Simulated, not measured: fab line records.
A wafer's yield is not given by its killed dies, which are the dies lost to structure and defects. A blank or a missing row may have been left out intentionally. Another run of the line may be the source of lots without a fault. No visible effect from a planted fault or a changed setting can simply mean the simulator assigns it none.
Chamber matching :: flow n5Finfet :: N5_BEOL_M5_CURE_80 on uvCure-02: 3 sister chambers
The step cures SiCOH lowk, time 120 s. 6 wafers are shown with their chamber, then 9 later ones without.

WAFERS, EACH WITH ITS CHAMBER
wafer: L074.4
chamber: 2
lampPowerPct (%): 52.36
wafer_temp_C_max: 372.0

wafer: L074.5
chamber: 2
lampPowerPct (%): 52.36
wafer_temp_C_max: 371.7

wafer: L085.4
chamber: 1
lampPowerPct (%): 52.29
wafer_temp_C_max: 371.8

wafer: L085.5
chamber: 1
lampPowerPct (%): 52.35
wafer_temp_C_max: 372.0

wafer: L087.5
chamber: 0
lampPowerPct (%): 52.24
wafer_temp_C_max: 372.0

wafer: L087.6
chamber: 0
lampPowerPct (%): 52.29
wafer_temp_C_max: 371.4

WAFERS WITH NO CHAMBER GIVEN
wafer: L089.1
lampPowerPct (%): 52.31
wafer_temp_C_max: 371.2

wafer: L089.3
lampPowerPct (%): 52.28
wafer_temp_C_max: 371.2

wafer: L089.6
lampPowerPct (%): 52.43
wafer_temp_C_max: 371.7

wafer: L091.1
lampPowerPct (%): 52.23
wafer_temp_C_max: 372.0

wafer: L091.3
lampPowerPct (%): 52.38
wafer_temp_C_max: 371.7

wafer: L091.4
lampPowerPct (%): 52.23
wafer_temp_C_max: 372.1

wafer: L096.1
lampPowerPct (%): 52.29
wafer_temp_C_max: 371.0

wafer: L096.3
lampPowerPct (%): 52.18
wafer_temp_C_max: 371.6

wafer: L096.4
lampPowerPct (%): 52.23
wafer_temp_C_max: 371.2

WHICH CHAMBER EACH ONE RAN IN
wafer: L089.1
from the rows above: can't be placed: 0 or 1 or 2
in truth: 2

wafer: L089.3
from the rows above: can't be placed: 0 or 1 or 2
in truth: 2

wafer: L089.6
from the rows above: can't be placed: 2 or 1
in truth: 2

wafer: L091.1
from the rows above: can't be placed: 0 or 1
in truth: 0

wafer: L091.3
from the rows above: can't be placed: 2 or 1
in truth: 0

wafer: L091.4
from the rows above: can't be placed: 0 or 1
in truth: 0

wafer: L096.1
from the rows above: can't be placed: 0 or 1 or 2
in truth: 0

wafer: L096.3
from the rows above: can't be placed: 0 or 1
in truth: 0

wafer: L096.4
from the rows above: can't be placed: 0 or 1
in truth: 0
Correct placement for 0 of the 9. Can't be placed from these rows: 9 (the true chamber is among the candidates in 8). Number placed wrongly: 0.
How it was worked out, from the rows above alone: a wafer's distance from a chamber is the root of the sum, over the readings, of the square of ((its reading less the chamber's mean) divided by the reading's scatter). The wafer belongs to the nearest chamber; if the next one is less than 2 further off, it can't be placed. Each chamber's mean is taken over the wafers shown for it. How the scatter is found: for the shown wafers, subtract from each reading the mean of its chamber, square and add these, divide the total by (wafers less chambers), then take the root.
